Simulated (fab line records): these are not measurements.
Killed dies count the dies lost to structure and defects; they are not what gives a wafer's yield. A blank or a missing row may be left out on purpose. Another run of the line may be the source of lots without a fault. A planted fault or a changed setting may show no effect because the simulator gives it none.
Chamber matching -- flow n5Finfet -- N5_MOL_CONTACT_COAG_DESCUM_88 on rieDiel-04 has 4 sister chambers
The step chemistry O2, time 7 s. 4 wafers are shown with their chamber, then 12 later ones without.

WAFERS WITH THEIR CHAMBER
wafer,chamber,drypumpMotorCurrentA (A)
L088.2,1,5.3
L088.3,2,4.8
L088.5,3,5.6
L088.6,0,5.9

WAFERS WHOSE CHAMBER IS MISSING
wafer,drypumpMotorCurrentA (A)
L091.1,5.7
L091.3,5.3
L091.4,4.8
L096.1,5.3
L096.2,5.6
L096.4,4.8
L097.1,5.9
L097.2,5.7
L097.3,5.3
L097.4,4.8
L097.5,4.8
L097.6,5.3

EACH ONE'S CHAMBER
wafer,from the rows above,in truth
L091.1,3,3
L091.3,1,1
L091.4,2,2
L096.1,1,1
L096.2,3,3
L096.4,2,2
L097.1,0,0
L097.2,3,3
L097.3,1,1
L097.4,2,2
L097.5,2,2
L097.6,1,1
Correctly placed: 12 of 12. Not placeable from these rows: 0. Number placed wrongly: 0.
How it was worked out, from the rows above alone: a wafer's distance from a chamber is the root of the sum, over the readings, of the square of ((its reading less the chamber's mean) divided by the reading's scatter). The wafer belongs to the nearest chamber; if the next one is less than 2 further off, it can't be placed. A chamber's mean is the mean of its shown wafers. The scatter: with one shown wafer a chamber, the root of the mean of the squares of how far each hidden wafer lies from its nearest shown one.
